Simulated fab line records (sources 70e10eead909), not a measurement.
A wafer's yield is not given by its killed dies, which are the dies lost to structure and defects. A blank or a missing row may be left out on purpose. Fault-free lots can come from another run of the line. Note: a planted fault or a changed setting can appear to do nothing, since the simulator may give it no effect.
fab line records ; flow nand-harc
record: lots: 6; wafers: 18; last-day: 34
route steps=1302 shown A_CONTACT@992 END@1302
lots that met no fault: taken from a fault-free run of the same line
start-h: the number of hours between the record's first day and the start of the first shown wafer of the lot ; wait-h: hours from the lot's prior step to this one ; " as in the row above ; L1.1+2: several wafers, shown together as one row ; - no value, or no start was given ; * or withheld: withheld ; < > ~ a bound
route shown NAME@n: NAME is a module with steps in the file, n the number in the route of the first one ; usual: average and standard deviation across the fault-free wafers ; same: alike in all rows ; chamber/n: place in a boat ; sites: each site's reading ; _std_site: the values' standard deviation ; _edge_site: outer sites' mean less inner sites' ; radius-mm: how far each site lies from the wafer's centre ; mask NAME#n: copy n ; behind: the most recent tool/chamber to have shaped the wafer ; hold: cause of the lot's hold/its duration in hours/its outcome ; device: which transistor (n, p or np) failed to switch ; end of line: at the end of the route, the tests of the same wafers ; for a step that has no rows: nothing shown but its recipe ; killed: at the first sort, the dies lost to defects and structure; wafer yield is something else ; map: a wafer's dies, x killed, . not, _ none there
set.NAME: the setting that was run; set.NAME@STEP: the one run at that earlier step ; model.NAME: the simulator's own value behind a step, which no gauge read
a table for each step, a row for each wafer; lots at some steps of the route
services: a tool's chamber out of use, with start hour (start-h, from the record's first day; less than 0 if before it), hours out, and reason
== steps ==
step: NHARC_A_CONTACT_SOFTBAKE_37
recipe: temp-c: 105; time-s: 55
step: NHARC_A_CONTACT_EBR_38
step: NHARC_A_CONTACT_EXPOSE_39
recipe: na: 1.35; sigma-outer: 0.8; dose-mj: 58.79; mask-id: A_CC_3
step: NHARC_A_CONTACT_PEB_40
recipe: peb-temp-c: 100; peb-time-s: 65
step: NHARC_A_CONTACT_DEVELOP_41
recipe: develop-time-s: 35; dev-temp-c: 23
step: NHARC_A_CONTACT_CD_MEAS_42
recipe: target-cd-nm: 300; landing-energy-ev: 500
usual: cd-nm: 300.2/0.46
lot.wafer;tool;chamber;start-h;wait-h;cd-nm
L948.3;cd-sem-03;0;503.52;-;300.1
L948.4;cd-sem-03;0;503.52;-;300.3
L948.5;cd-sem-03;0;503.52;-;300.5
L952.1;cd-sem-03;0;550.74;-;300.1
L952.4;cd-sem-03;0;550.74;-;300.4
L952.6;cd-sem-03;0;550.74;-;300.3
L957.2;cd-sem-02;0;601.27;-;300.7
L957.4;cd-sem-02;0;601.27;-;301.0
L957.5;cd-sem-02;0;601.27;-;300.9
L959.1;cd-sem-03;0;629.38;-;300.0
L959.2;cd-sem-03;0;629.38;-;300.0
L959.5;cd-sem-03;0;629.38;-;300.3
L969.1;cd-sem-03;0;721.55;-;300.1
L969.4;cd-sem-03;0;721.55;-;299.9
L969.6;cd-sem-03;0;721.55;-;300.1
L968.1;cd-sem-01;0;733.65;-;300.4
L968.4;cd-sem-01;0;733.65;-;300.7
L968.5;cd-sem-01;0;733.65;-;301.5
step: NHARC_A_CONTACT_OVL_MEAS_43
usual: overlay-x-nm: 0.1/0.82; overlay-y-nm: -0.1/0.91
lot.wafer;tool;chamber;start-h;wait-h;overlay-x-nm;overlay-y-nm
L948.3;overlay-02;-;503.60;-;1.3;0.4
L948.4;overlay-02;-;503.60;-;1.2;0.3
L948.5;overlay-02;-;503.60;-;1.1;0.7
L952.1;overlay-01;-;550.83;-;0.6;-0.9
L952.4;overlay-01;-;550.83;-;0.4;-1.0
L952.6;overlay-01;-;550.83;-;0.6;-1.4
L957.2;overlay-01;-;601.36;-;-1.3;0.1
L957.4;overlay-01;-;601.36;-;-1.0;0.6
L957.5;overlay-01;-;601.36;-;-1.5;0.5
L959.1;overlay-02;-;629.46;-;-0.5;0.0
L959.2;overlay-02;-;629.46;-;-0.5;0.2
L959.5;overlay-02;-;629.46;-;-1.1;0.0
L969.1;overlay-01;-;721.64;-;0.4;0.7
L969.4;overlay-01;-;721.64;-;0.6;1.2
L969.6;overlay-01;-;721.64;-;-0.1;1.7
L968.1;overlay-02;-;733.74;-;0.2;0.2
L968.4;overlay-02;-;733.74;-;0.6;0.1
L968.5;overlay-02;-;733.74;-;0.3;0.2
step: NHARC_A_CONTACT_INSPECT_44
usual: raw-defect-count: 88/30
lot.wafer;tool;chamber;start-h;wait-h;raw-defect-count
L948.3;defect-inspect-02;-;503.64;0.0;55
L948.4;defect-inspect-02;-;503.64;0.0;70
L948.5;defect-inspect-02;-;503.64;0.0;70
L952.1;defect-inspect-01;-;550.87;0.0;100
L952.4;defect-inspect-01;-;550.87;0.0;127
L952.6;defect-inspect-01;-;550.87;0.0;102
L957.2;defect-inspect-01;-;601.39;0.0;58
L957.4;defect-inspect-01;-;601.39;0.0;68
L957.5;defect-inspect-01;-;601.39;0.0;78
L959.1;defect-inspect-01;-;629.50;0.0;104
L959.2;defect-inspect-01;-;629.50;0.0;104
L959.5;defect-inspect-01;-;629.50;0.0;106
L969.1;defect-inspect-02;-;721.69;0.1;80
L969.4;defect-inspect-02;-;721.69;0.1;79
L969.6;defect-inspect-02;-;721.69;0.1;77
L968.1;defect-inspect-01;-;733.77;0.0;87
L968.4;defect-inspect-01;-;733.77;0.0;109
L968.5;defect-inspect-01;-;733.77;0.0;75
step: NHARC_A_CONTACT_DESCUM_47
recipe: time-s: 3; o2-flow-sccm: 200; ar-flow-sccm: 0; bias-power-w: 0; chemistry: O2
usual: drypump-motor-current-A: 5.9/0.33; oes-product-au: 1.004/0.0076; rf-vpp-V: 58.1/0.88; showerhead-plenum-p-Torr: 1.97/0.083; throttle-valve-pct: 11.312/0.009
lot.wafer;tool;chamber;start-h;wait-h;drypump-motor-current-A;oes-product-au;rf-hours-counter-h;rf-vpp-V;showerhead-plenum-p-Torr;throttle-valve-pct
L948.3;rie-diel-04;1;503.71;0.1;5.4;1.013;48;57.2;2.04;11.316
L948.4;rie-diel-04;2;503.71;0.1;5.7;0.988;46;58.3;1.91;11.304
L948.5;rie-diel-04;1;503.71;0.1;5.4;1.009;-;57.0;2.04;11.304
L952.1;rie-diel-07;2;550.94;0.1;6.1;1.012;13;58.4;2.06;11.310
L952.4;rie-diel-07;3;550.94;0.1;6.2;1.008;13;57.1;1.96;11.307
L952.6;rie-diel-07;2;550.94;0.1;6.1;1.014;-;58.8;2.06;11.320
L957.2;rie-diel-07;3;601.45;0.1;6.2;1.003;22;57.3;1.96;11.296
L957.4;rie-diel-07;0;601.45;0.1;6.1;1.006;21;57.3;1.99;11.299
L957.5;rie-diel-07;0;601.45;0.1;6.2;1.007;-;57.5;1.99;11.308
L959.2;rie-diel-07;1;629.57;0.1;6.0;1.005;27;58.2;1.99;11.303
L959.1;rie-diel-07;3;629.57;0.1;6.2;1.015;28;58.4;1.95;11.328
L959.5;rie-diel-07;1;629.57;0.1;5.9;1.005;-;58.0;1.99;11.310
L969.4;rie-diel-11;0;721.75;0.1;6.4;0.991;32;56.6;1.86;11.326
L969.1;rie-diel-11;1;721.75;0.1;5.8;0.993;38;58.7;1.95;11.307
L969.6;rie-diel-11;0;721.75;0.1;6.4;0.996;-;57.4;1.86;11.313
L968.4;rie-diel-07;0;734.02;0.2;6.2;1.010;9;58.4;1.98;11.298
L968.1;rie-diel-07;1;734.02;0.2;5.9;1.003;11;60.0;1.98;11.306
L968.5;rie-diel-07;2;734.02;0.2;6.1;0.998;-;59.8;2.05;11.321
step: NHARC_A_CONTACT_ETCH_48
recipe: target-depth-a: 390; over-etch-frac: 0.3; time-s: 65; ion-energy-ev: 80; cf4-flow-sccm: 150; ar-flow-sccm: 0; rf-w: 300; bias-w: 100; chemistry: CF4
usual: drypump-motor-current-A: 6.0/0.32; oes-product-au: 1.002/0.0078; rf-fwd-power-W: 297.2/1.3; rf-vpp-V: 151.8/1.3; showerhead-plenum-p-Torr: 1.81/0.068; throttle-valve-pct: 13.284/0.0088
lot.wafer;tool;chamber;start-h;wait-h;drypump-motor-current-A;oes-product-au;rf-fwd-power-W;rf-hours-counter-h;rf-vpp-V;showerhead-plenum-p-Torr;throttle-valve-pct
L948.3;rie-diel-04;0;503.79;0.1;5.2;1.006;296.8;47;150.0;1.67;13.271
L948.4;rie-diel-04;1;503.79;0.1;5.4;1.002;297.7;48;153.9;1.88;13.279
L948.5;rie-diel-04;3;503.79;0.1;6.3;0.996;294.9;-;150.7;1.75;13.282
L952.1;rie-diel-07;3;551.08;0.1;6.3;1.004;297.6;13;152.1;1.81;13.273
L952.4;rie-diel-07;0;551.08;0.1;6.2;1.008;297.4;12;152.3;1.84;13.284
L952.6;rie-diel-07;0;551.08;0.1;6.2;1.005;298.0;-;153.0;1.84;13.296
L957.4;rie-diel-07;3;601.54;0.1;6.2;0.994;296.6;22;151.7;1.81;13.274
L957.2;rie-diel-07;1;601.54;0.1;6.0;1.010;297.9;21;152.2;1.83;13.297
L957.5;rie-diel-07;3;601.54;0.1;6.2;1.006;296.7;-;153.0;1.81;13.294
L959.2;rie-diel-07;3;629.65;0.1;6.2;0.995;297.1;28;151.9;1.80;13.268
L959.1;rie-diel-07;0;629.65;0.1;6.1;0.996;298.8;27;151.0;1.83;13.272
L959.5;rie-diel-07;2;629.65;0.1;6.0;1.001;297.0;-;151.8;1.89;13.296
L969.4;rie-diel-11;3;721.84;0.1;5.8;1.002;297.4;35;152.8;1.88;13.277
L969.1;rie-diel-11;1;721.84;0.1;5.8;0.985;295.8;38;150.4;1.80;13.292
L969.6;rie-diel-11;2;721.84;0.1;5.6;0.995;299.1;-;154.2;1.90;13.281
L968.1;rie-diel-07;0;734.09;0.1;6.1;1.005;298.1;9;150.6;1.83;13.284
L968.4;rie-diel-07;1;734.09;0.1;6.0;1.006;298.6;11;152.3;1.83;13.278
L968.5;rie-diel-07;1;734.09;0.1;5.9;1.002;297.6;-;152.4;1.83;13.295
step: NHARC_A_CONTACT_ETCH_49
recipe: target-depth-a: 2600; over-etch-frac: 0.3; time-s: 475.3; ion-energy-ev: 200; n2-flow-sccm: 150; h2-flow-sccm: 150; ar-flow-sccm: 0; rf-w: 400; bias-w: 150; chemistry: N2/H2
usual: drypump-motor-current-A: 5.9/0.33; n2-flow-sccm: 150.0/0.44; oes-product-au: 1.002/0.0084; rf-fwd-power-W: 399.4/1.1; rf-vpp-V: 432.2/2.5; showerhead-plenum-p-Torr: 2.10/0.088; throttle-valve-pct: 14.172/0.0093
lot.wafer;tool;chamber;start-h;wait-h;drypump-motor-current-A;n2-flow-sccm;oes-product-au;rf-fwd-power-W;rf-hours-counter-h;rf-vpp-V;showerhead-plenum-p-Torr;throttle-valve-pct
L948.4;rie-diel-04;1;-;-;5.3;150.1;1.018;401.1;48;434.3;2.18;14.178
L948.3;rie-diel-04;3;-;-;6.3;150.3;1.000;399.8;45;431.9;2.02;14.190
L948.5;rie-diel-04;2;-;-;5.7;150.2;0.990;399.6;-;431.0;2.04;14.173
L952.4;rie-diel-07;0;-;-;6.1;149.5;1.017;397.6;12;432.3;2.13;14.172
L952.1;rie-diel-07;3;-;-;6.3;151.4;1.000;400.3;13;431.1;2.09;14.175
L952.6;rie-diel-07;0;-;-;6.1;149.7;1.016;398.9;-;432.5;2.13;14.175
L957.4;rie-diel-07;3;-;-;6.3;150.0;1.006;399.4;22;433.4;2.09;14.150
L957.2;rie-diel-07;0;-;-;6.2;150.5;0.988;399.7;22;432.2;2.12;14.178
L957.5;rie-diel-07;3;-;-;6.2;150.2;1.002;397.9;-;432.2;2.09;14.153
L959.1;rie-diel-07;3;-;-;6.2;149.2;1.006;398.5;28;430.8;2.08;14.179
L959.2;rie-diel-07;0;-;-;6.1;150.5;1.003;398.5;27;432.9;2.12;14.188
L959.5;rie-diel-07;3;-;-;6.2;150.5;0.997;398.9;-;432.0;2.08;14.165
L969.1;rie-diel-11;0;-;-;6.4;149.9;0.998;399.0;32;428.2;1.98;14.172
L969.4;rie-diel-11;2;-;-;5.6;150.0;1.007;400.4;42;434.3;2.20;14.165
L969.6;rie-diel-11;1;-;-;5.8;150.1;0.996;399.4;-;431.5;2.08;14.187
L968.1;rie-diel-07;0;-;-;6.2;149.8;1.011;401.4;9;431.7;2.12;14.190
L968.4;rie-diel-07;1;-;-;5.9;150.0;0.993;398.1;11;432.3;2.12;14.166
L968.5;rie-diel-07;2;-;-;6.1;149.6;1.008;400.5;-;434.0;2.19;14.178
step: NHARC_A_CONTACT_ETCH_50
recipe: target-depth-a: 1210; time-s: 60.5; cf4-flow-sccm: 100; chf3-flow-sccm: 30; ar-flow-sccm: 0; rf-w: 500; bias-w: 200; chemistry: CF4/CHF3
usual: drypump-motor-current-A: 6.0/0.31; oes-product-au: 0.954/0.02; rf-fwd-power-W: 495.4/1.9; rf-vpp-V: 372.0/2.2; showerhead-plenum-p-Torr: 1.62/0.061; throttle-valve-pct: 16.803/0.0084
lot.wafer;tool;chamber;start-h;wait-h;drypump-motor-current-A;oes-product-au;rf-fwd-power-W;rf-hours-counter-h;rf-vpp-V;showerhead-plenum-p-Torr;throttle-valve-pct
L948.3;rie-diel-04;2;-;-;5.7;0.918;496.2;46;370.0;1.57;16.789
L948.4;rie-diel-04;0;-;-;5.2;0.934;491.3;47;367.5;1.48;16.793
L948.5;rie-diel-04;3;-;-;6.2;0.925;494.5;-;369.5;1.56;16.787
L952.4;rie-diel-07;1;-;-;5.9;0.956;498.2;13;372.3;1.63;16.802
L952.1;rie-diel-07;3;-;-;6.2;0.952;495.4;13;371.4;1.61;16.794
L952.6;rie-diel-07;2;-;-;6.0;0.960;494.7;-;374.9;1.69;16.814
L957.2;rie-diel-07;1;-;-;5.9;0.984;492.5;22;372.2;1.63;16.804
L957.4;rie-diel-07;3;-;-;6.3;0.957;491.7;22;371.9;1.61;16.799
L957.5;rie-diel-07;0;-;-;6.2;0.961;497.3;-;372.5;1.63;16.801
L959.2;rie-diel-07;3;-;-;6.3;0.930;491.5;28;371.5;1.61;16.797
L959.1;rie-diel-07;0;-;-;6.1;0.920;496.6;27;373.1;1.63;16.797
L959.5;rie-diel-07;2;-;-;6.1;0.945;497.4;-;375.3;1.68;16.804
L969.4;rie-diel-11;3;-;-;5.9;0.986;494.0;35;373.6;1.68;16.795
L969.1;rie-diel-11;1;-;-;5.8;0.959;490.9;39;371.0;1.60;16.794
L969.6;rie-diel-11;3;-;-;5.8;0.983;495.6;-;375.3;1.68;16.779
L968.4;rie-diel-07;3;-;-;6.2;0.952;495.1;11;371.7;1.60;16.809
L968.1;rie-diel-07;0;-;-;6.1;0.974;494.0;9;373.3;1.63;16.814
L968.5;rie-diel-07;3;-;-;6.2;0.951;493.9;-;373.5;1.60;16.801
step: NHARC_A_CONTACT_ETCH_51
recipe: target-depth-a: 70000; over-etch-frac: 0.3; time-s: 1820; ion-energy-ev: 150; o2-flow-sccm: 400; cos-flow-sccm: 20; ar-flow-sccm: 0; rf-w: 500; bias-w: 300; chemistry: O2/COS
usual: drypump-motor-current-A: 5.9/0.33; oes-product-au: 1.002/0.0082; rf-fwd-power-W: 499.9/1.5; rf-vpp-V: 315.2/2; showerhead-plenum-p-Torr: 3.20/0.13; throttle-valve-pct: 28.330/0.0094
lot.wafer;tool;chamber;start-h;wait-h;drypump-motor-current-A;oes-product-au;rf-fwd-power-W;rf-hours-counter-h;rf-vpp-V;showerhead-plenum-p-Torr;throttle-valve-pct
L948.3;rie-diel-04;3;504.32;-;6.2;1.014;498.7;45;315.4;3.09;28.317
L948.4;rie-diel-04;2;504.32;-;5.7;0.993;501.2;46;314.2;3.12;28.337
L948.5;rie-diel-04;3;504.32;-;6.3;0.993;497.4;-;313.0;3.09;28.324
L952.4;rie-diel-07;1;551.73;-;5.9;0.991;499.9;13;317.2;3.24;28.337
L952.1;rie-diel-07;3;551.73;-;6.3;1.005;499.4;13;316.6;3.19;28.329
L952.6;rie-diel-07;1;551.73;-;6.0;0.996;497.7;-;315.6;3.24;28.342
L957.4;rie-diel-07;0;602.20;-;6.2;1.003;500.2;22;315.5;3.24;28.325
L957.2;rie-diel-07;2;602.20;-;6.0;1.015;500.2;19;315.9;3.34;28.319
L957.5;rie-diel-07;3;602.20;-;6.2;0.826;499.3;-;315.6;3.19;28.325
L959.1;rie-diel-07;1;630.17;-;5.9;0.993;497.0;27;316.8;3.24;28.335
L959.2;rie-diel-07;3;630.17;-;6.2;1.008;498.5;28;314.9;3.18;28.340
L959.5;rie-diel-07;1;630.17;-;6.0;0.833;498.8;-;315.4;3.24;28.328
L969.1;rie-diel-11;3;722.62;-;5.8;1.000;498.8;35;314.8;3.33;28.330
L969.4;rie-diel-11;0;722.62;-;6.5;1.002;500.5;32;311.8;3.03;28.344
L969.6;rie-diel-11;1;722.62;-;5.8;0.995;498.9;-;315.0;3.18;28.328
L968.1;rie-diel-07;2;734.74;-;6.1;0.990;504.5;12;318.5;3.33;28.325
L968.4;rie-diel-07;0;734.74;-;6.2;1.014;499.9;9;316.8;3.23;28.317
L968.5;rie-diel-07;1;734.74;-;5.9;0.987;497.2;-;314.8;3.23;28.329
step: NHARC_A_CONTACT_ETCH_111
recipe: source-w: withheld; pressure-mtorr: 20; bias-v: withheld; time-s: 140; target-depth-a: 7000; ar-flow-sccm: withheld; c4f8-flow-sccm: withheld; o2-flow-sccm: withheld; chemistry: C4F8/O2/Ar
lot.wafer;tool;chamber;start-h;wait-h;rf-hours-counter-h
L948.4;har-cap-etch-02;1;505.59;-;-
L948.3;har-cap-etch-02;0;505.59;-;-
L948.5;har-cap-etch-02;1;505.59;-;-
L952.1;har-cap-etch-01;0;552.85;-;7
L952.4;har-cap-etch-01;0;552.85;-;-
L952.6;har-cap-etch-01;1;552.85;-;-
L957.2;har-cap-etch-02;0;603.28;-;103
L957.4;har-cap-etch-02;0;603.28;-;-
L957.5;har-cap-etch-02;0;603.28;-;-
L959.1;har-cap-etch-03;1;631.38;-;60
L959.2;har-cap-etch-03;0;631.38;-;60
L959.5;har-cap-etch-03;1;631.38;-;-
L969.1;har-cap-etch-01;0;723.60;-;37
L969.4;har-cap-etch-01;0;723.60;-;-
L969.6;har-cap-etch-01;1;723.60;-;-
L968.1;har-cap-etch-01;0;735.85;-;39
L968.4;har-cap-etch-01;0;735.85;-;-
L968.5;har-cap-etch-01;1;735.85;-;-
step: NHARC_END_SORT_01
recipe: temp-c: 25
usual: killed-at-array: 64/16; killed-at-other: 1.0/1.1; killed-at-periphery: 3.5/2.3; killed-dies: 69/17; killed-open: 3.2/1.6; killed-short: 2.4/1.6
same: gross-dies: 677
lot.wafer;tool;chamber;start-h;wait-h;killed-at-array;killed-at-other;killed-at-periphery;killed-dies;killed-open;killed-short
L957.5;prober-01;0;677.61;3.7;675;1;1;677;3;4
L959.5;prober-02;0;702.42;3.7;668;0;0;668;2;2
killed by level:class
L957.5 A_CONTACT:area-etch=626 A_SLIT:chamber-film-flake=29 A_CHANNEL_HOLE_D1:chamber-film-flake=7 A_CONTACT:chamber-film-flake=4 A_WL_FILL:geometric-particle:short=2 A_WL_FILL:chamber-film-flake=2 A_CHANNEL_FILL_D1:geometric-particle:open=1 A_ONON_D2:geometric-particle:open=1
L959.5 A_CONTACT:area-etch=590 A_SLIT:chamber-film-flake=33 A_CHANNEL_HOLE_D1:chamber-film-flake=30 A_WL_FILL:chamber-film-flake=3 A_CONTACT:chamber-film-flake=3 A_CHANNEL_HOLE_D2:chamber-film-flake=2 A_ONON_D1:geometric-particle:short=1 A_ONON_D1:geometric-particle:open=1
map L957.5 (x killed, . not)
____________x____________
_________xxxxxxx_________
_______xxxxxxxxxxx_______
______xxxxxxxxxxxxx______
_____xxxxxxxxxxxxxxx_____
____xxxxxxxxxxxxxxxxx____
____xxxxxxxxxxxxxxxxx____
___xxxxxxxxxxxxxxxxxxx___
___xxxxxxxxxxxxxxxxxxx___
__xxxxxxxxxxxxxxxxxxxxx__
__xxxxxxxxxxxxxxxxxxxxx__
_xxxxxxxxxxxxxxxxxxxxxxx_
_xxxxxxxxxxxxxxxxxxxxxxx_
_xxxxxxxxxxxxxxxxxxxxxxx_
_xxxxxxxxxxxxxxxxxxxxxxx_
_xxxxxxxxxxxxxxxxxxxxxxx_
xxxxxxxxxxxxxxxxxxxxxxxxx
xxxxxxxxxxxxxxxxxxxxxxxxx
xxxxxxxxxxxxxxxxxxxxxxxxx
xxxxxxxxxxxxxxxxxxxxxxxxx
xxxxxxxxxxxxxxxxxxxxxxxxx
_xxxxxxxxxxxxxxxxxxxxxxx_
_xxxxxxxxxxxxxxxxxxxxxxx_
_xxxxxxxxxxxxxxxxxxxxxxx_
_xxxxxxxxxxxxxxxxxxxxxxx_
_xxxxxxxxxxxxxxxxxxxxxxx_
__xxxxxxxxxxxxxxxxxxxxx__
__xxxxxxxxxxxxxxxxxxxxx__
___xxxxxxxxxxxxxxxxxxx___
___xxxxxxxxxxxxxxxxxxx___
____xxxxxxxxxxxxxxxxx____
____xxxxxxxxxxxxxxxxx____
_____xxxxxxxxxxxxxxx_____
______xxxxxxxxxxxxx______
_______xxxxxxxxxxx_______
_________xxxxxxx_________
____________x____________
map L959.5 (x killed, . not)
____________x____________
_________xxxxxxx_________
_______xxxxxxxxxxx_______
______xxxxxxxxxxxxx______
_____xxxxxxxxxxxxxxx_____
____xxxxxxxxxxxxxxxxx____
____xxxxxxxxxxxxxxxxx____
___xxxxxxxxxxxxxxxxxxx___
___xxxxxxxxxxxxxxxxxxx___
__xxxxxxxxxxxxxxxxxxxxx__
__xxxxxxxxxxxxxxxxxxxxx__
_xxxxxxxxxxxxxxxxxxxxxxx_
_xxxxxxxx..xxxxxxxxxxxxx_
_xxxxxxxxxx.xxxxxxxxxxxx_
_xxxxxxxxxxxxxxxxxxxxxxx_
_xxxxxxxxx.xxxxxxxxxxxxx_
xxxxxx.xxxxxxx..xxxxxxxxx
xxxxxxxxxxxxxx.xxxxxxxxxx
xxxxxxxxxxxxxxxxxxxxxxxxx
xxxxxxxxxxxxxxxxxxxxxxxxx
xxxxxxxxxxxxxxxxxxxxxxxxx
_xxxxxxxxxxxxxxxxxxxxxxx_
_xxxxxxxxxxxxxxxxxxxxxxx_
_xxxxxxxxxxxxxxxxxxxxxxx_
_xxxxxxxxxxxx.xxxxxxxxxx_
_xxxxxxxxxxxxxxxxxxxxxxx_
__xxxxxxxxxxxxxxxxxxxxx__
__xxxxxxxxxxxxxxxxxxxxx__
___xxxxxxxxxxxxxxxxxxx___
___xxxxxxxxxxxxxxxxxxx___
____xxxxxxxxxxxxxxxxx____
____xxxxxxxxxxxxxxxxx____
_____xxxxxxxxxxxxxxx_____
______xxxxxxxxxxxxx______
_______xxxxxxxxxxx_______
_________xxxxxxx_________
____________x____________
== services ==
tool;chamber;start-h;hours;kind
rie-diel-07;0;480.20;-;clean
rie-diel-07;1;480.20;-;clean
rie-diel-07;2;480.20;-;clean
rie-diel-07;3;480.20;-;clean
har-cap-etch-01;-;497.00;17.0;pm
rie-diel-07;0;504.70;-;clean
rie-diel-07;1;504.70;-;clean
rie-diel-07;2;504.70;-;clean
rie-diel-07;3;504.70;-;clean
rie-diel-04;0;518.99;65.0;repair
rie-diel-07;0;529.20;-;clean
rie-diel-07;1;529.20;-;clean
rie-diel-07;2;529.20;-;clean
rie-diel-07;3;529.20;-;clean
rie-diel-04;-;533.58;9.0;pm
har-cap-etch-02;-;551.44;0.2;repair
rie-diel-07;2;563.04;10.5;repair
rie-diel-11;-;609.92;9.0;pm
rie-diel-04;-;617.11;0.4;repair
rie-diel-07;-;648.20;9.0;pm
rie-diel-04;1;661.86;9.7;repair
rie-diel-07;0;670.15;9.9;repair
rie-diel-04;3;678.08;5.6;repair
rie-diel-04;-;710.58;9.0;pm
== key ==
first-sign: step: NHARC_A_CONTACT_ETCH_51; reading: oes-product-au; direction: down; sigmas: 21; usual: 1.002; struck: 0.829
effect: step: NHARC_END_SORT_01; reading: killed-at-array; direction: up; sigmas: 37; usual: 64; struck: 672
more-kills-born-at: NHARC_A_CONTACT_ETCH_51@rie-diel-07: 1216
met-at NHARC_A_CONTACT_ETCH_51
struck-wafers L957.5,L959.5
later-rows-left-out L957.5,L959.5
tester-left-out L957,L959
onset-between 551.73 602.20
fault: kind: process-parameter-drift; tool: rie-diel-07; chamber: -; onset-h: 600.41; steps: NHARC_A_CONTACT_ETCH_51; channel: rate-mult; offset: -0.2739; shape: step; end-h: 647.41; scope: struck-wafers-only
tester-left-out: of these lots the tester's yield and bins aren't shown, on N5 and GAA mostly nor the transistor test; their killed dies are dies lost to structure and defects alone, not to doping, threshold or leakage, so they don't give the yield
later-rows-left-out: the simulator's readings of these wafers behind a module that went badly wrong aren't trusted and aren't shown, but for the sort
